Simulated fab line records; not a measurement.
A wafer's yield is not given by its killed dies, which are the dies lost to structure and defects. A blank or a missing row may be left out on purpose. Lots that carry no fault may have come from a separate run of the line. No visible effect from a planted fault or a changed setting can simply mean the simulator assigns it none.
Matching of chambers :: flow n5Finfet :: N5_MOL_CONTACT_COAG_ETCH_66 on rieDiel-02 has 4 sister chambers
The step etches SiARC in CF4, target depth 13 nm, time 21.7 s. 8 wafers are shown with their chamber, then 9 later ones without.

## WAFERS PAIRED WITH THEIR CHAMBERS
wafer: L079.6
chamber: 2
drypumpMotorCurrentA (A): 5.2
throttleValvePct (%): 15.75

wafer: L080.4
chamber: 1
drypumpMotorCurrentA (A): 5.5
throttleValvePct (%): 15.93

wafer: L080.6
chamber: 0
drypumpMotorCurrentA (A): 6.1
throttleValvePct (%): 14.92

wafer: L081.3
chamber: 1
drypumpMotorCurrentA (A): 5.5
throttleValvePct (%): 15.94

wafer: L081.5
chamber: 2
drypumpMotorCurrentA (A): 5.2
throttleValvePct (%): 15.74

wafer: L094.2
chamber: 0
drypumpMotorCurrentA (A): 6.1
throttleValvePct (%): 14.97

wafer: L094.3
chamber: 3
drypumpMotorCurrentA (A): 6.4
throttleValvePct (%): 15.43

wafer: L094.6
chamber: 3
drypumpMotorCurrentA (A): 6.3
throttleValvePct (%): 15.42

## WAFERS WITHOUT THEIR CHAMBER
wafer: L095.1
drypumpMotorCurrentA (A): 5.5
throttleValvePct (%): 15.99

wafer: L095.2
drypumpMotorCurrentA (A): 6.1
throttleValvePct (%): 15.02

wafer: L095.3
drypumpMotorCurrentA (A): 6.3
throttleValvePct (%): 15.44

wafer: L095.4
drypumpMotorCurrentA (A): 5.5
throttleValvePct (%): 15.99

wafer: L095.5
drypumpMotorCurrentA (A): 6.3
throttleValvePct (%): 15.45

wafer: L095.6
drypumpMotorCurrentA (A): 6.1
throttleValvePct (%): 14.99

wafer: L097.3
drypumpMotorCurrentA (A): 6.1
throttleValvePct (%): 15.01

wafer: L097.5
drypumpMotorCurrentA (A): 5.5
throttleValvePct (%): 15.99

wafer: L097.6
drypumpMotorCurrentA (A): 6.4
throttleValvePct (%): 15.45

## WHICH CHAMBER EACH ONE RAN IN
wafer: L095.1
from the rows above: 1
in truth: 1

wafer: L095.2
from the rows above: 0
in truth: 0

wafer: L095.3
from the rows above: 3
in truth: 3

wafer: L095.4
from the rows above: 1
in truth: 1

wafer: L095.5
from the rows above: 3
in truth: 3

wafer: L095.6
from the rows above: 0
in truth: 0

wafer: L097.3
from the rows above: 0
in truth: 0

wafer: L097.5
from the rows above: 1
in truth: 1

wafer: L097.6
from the rows above: 3
in truth: 3
9 of 9 placed correctly. Number that these rows cannot place: 0. Number placed wrongly: 0.
How it was worked out, from the rows above alone: a wafer's distance from a chamber is the root of the sum, over the readings, of the square of ((its reading less the chamber's mean) divided by the reading's scatter). If the next closest chamber is less than 2 further off than the closest, the wafer can't be placed; otherwise it belongs to the closest. For every chamber, the mean is computed from those of its wafers that are shown. The scatter is the square root of a quotient: the sum, over the shown wafers, of each reading's squared deviation from its chamber's mean, divided by wafers minus chambers.
